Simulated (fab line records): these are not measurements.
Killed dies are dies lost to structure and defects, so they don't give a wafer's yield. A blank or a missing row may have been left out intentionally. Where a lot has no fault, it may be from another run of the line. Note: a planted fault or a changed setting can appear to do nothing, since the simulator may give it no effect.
Split-lot study	flow n5-finfet	route with 1938 steps; 7 lots, 21 wafers read

== ON THE SPLIT ==
At N5_BEOL_M10_HM_DEP_02 (deposits TiN, target thk 20 nm), the setting target-thk-a was moved away from the recipe's 200 angstrom on 4 of the 21 wafers read, by -12.8% to -5.9%. All remaining wafers had this setting at the recipe value.

== FROM THE SPLIT TO THE READING: what the file shows between them, 4 steps ==
- N5_BEOL_M10_ETCH_61: etches SiARC in CF4, target depth 39 nm, time 65 s (also split here: cf4-flow-sccm)
- N5_BEOL_M10_ETCH_62: etches SOC in N2/H2, target depth 110 nm, overetch 22 nm, time 165 s
- N5_BEOL_M10_STRIP_68: strips in N2/H2
- N5_BEOL_M10_STRIP_67: strips in CF4

== THE READING ==
etch.depth-nm (the simulator's own value, which no gauge read), in nm, at N5_BEOL_M10_HM_OPEN_17 (chemistry Cl2/BCl3, target TiN, target depth 20 nm, overetch 6 nm). The file does not state a usual value for it. Here, 17 wafers ran the recipe; their average is 20.34 nm with a standard deviation of 0.29 nm.

wafer	tool, chamber at the split	target-thk-a as run, angstrom	against the recipe	etch.depth-nm, nm	against lot-mates on the recipe
L088.3	pvd-sputter-03, -	200	recipe	20.13	-
L088.5	pvd-sputter-03, -	200	recipe	19.8	-
L088.6	pvd-sputter-03, -	200	recipe	19.91	-
L089.2	pvd-sputter-01, -	200	recipe	20.42	-
L089.5	pvd-sputter-01, -	200	recipe	20.68	-
L089.6	pvd-sputter-01, -	200	recipe	20.46	-
L090.4	pvd-sputter-01, -	174.3	-12.8%	17.8	-2.35
L090.5	pvd-sputter-01, -	174.3	-12.8%	17.36	-2.79
L090.6	pvd-sputter-01, -	200	recipe	20.15	-
L091.3	pvd-sputter-01, -	200	recipe	20.45	-
L091.4	pvd-sputter-01, -	200	recipe	20.32	-
L091.5	pvd-sputter-01, -	200	recipe	20.63	-
L092.2	pvd-sputter-02, -	188.1	-5.9%	18.93	-1.27
L092.4	pvd-sputter-02, -	188.1	-5.9%	18.98	-1.22
L092.5	pvd-sputter-02, -	200	recipe	20.2	-
L093.3	pvd-sputter-01, -	200	recipe	20.21	-
L093.4	pvd-sputter-01, -	200	recipe	20	-
L093.5	pvd-sputter-01, -	200	recipe	20.24	-
L094.1	pvd-sputter-01, -	200	recipe	20.87	-
L094.5	pvd-sputter-01, -	200	recipe	20.74	-
L094.6	pvd-sputter-01, -	200	recipe	20.53	-

THE FIT
A straight line over all 21 wafers: etch.depth-nm changes by +0.217 nm for each +1% of target-thk-a; r = +0.95; the points scatter about the line by 0.29 nm.
The same after taking each lot's own level away (the mean of its wafers on the recipe; 21 wafers): +0.201 nm for each +1%; r = +0.99; scatter 0.13 nm.
The reading moves by 2.6 nm for the largest change in target-thk-a, on that fit.
Across the lots, their own levels run from 19.947 to 20.713 nm, a range of 2.6 times the standard deviation given above.
Hence the lot-to-lot level has little effect on the slope; both slopes agree.
Check: for one of the wafers moved furthest among these (-12.8%), held out of the fit, the line's prediction against its lot-mates is -2.76 nm. Against them it came out at -2.35 nm.

== THESE WAFERS: OTHER SPLITS ==
These wafers also went through other splits before the reading. Each is held against what the fit with the lots' levels taken away leaves over:
other split on the same wafers	wafers away from the commonest value	r with etch.depth-nm (lot level and that fit taken away)
N5_BEOL_M5_COAT_22 spin-rpm	6	-0.25
N5_BEOL_M6_COAT_22 spin-rpm	6	-0.34
N5_BEOL_M8_ILD_DEP_00 time-s	3	+0.07
N5_BEOL_M8_ETCH_65 source-w	3	-0.02
N5_BEOL_M10_ETCH_61 cf4-flow-sccm	7	-0.14

== THE WHOLE CHAIN: every reading that the file lists as answering this split, in the file's order ==
step	what it does	reading	change (the file's fit)	r (the file's)
N5_BEOL_M10_HM_DEP_02	deposits TiN, target thk 20 nm	TiN_of_BEOL_M10_HM_DEP_02.thk-nm (the simulator's own value, which no gauge read)	+0.202 nm for each +1% of the setting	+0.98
N5_BEOL_M10_HM_OPEN_17	chemistry Cl2/BCl3, target TiN, target depth 20 nm, overetch 6 nm	etch.depth-nm (the simulator's own value, which no gauge read)	+0.202 nm for each +1% of the setting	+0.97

== FILE'S OWN FIT ==
etch.depth-nm changes by +0.202 nm for each +1% of target-thk-a, r = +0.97.
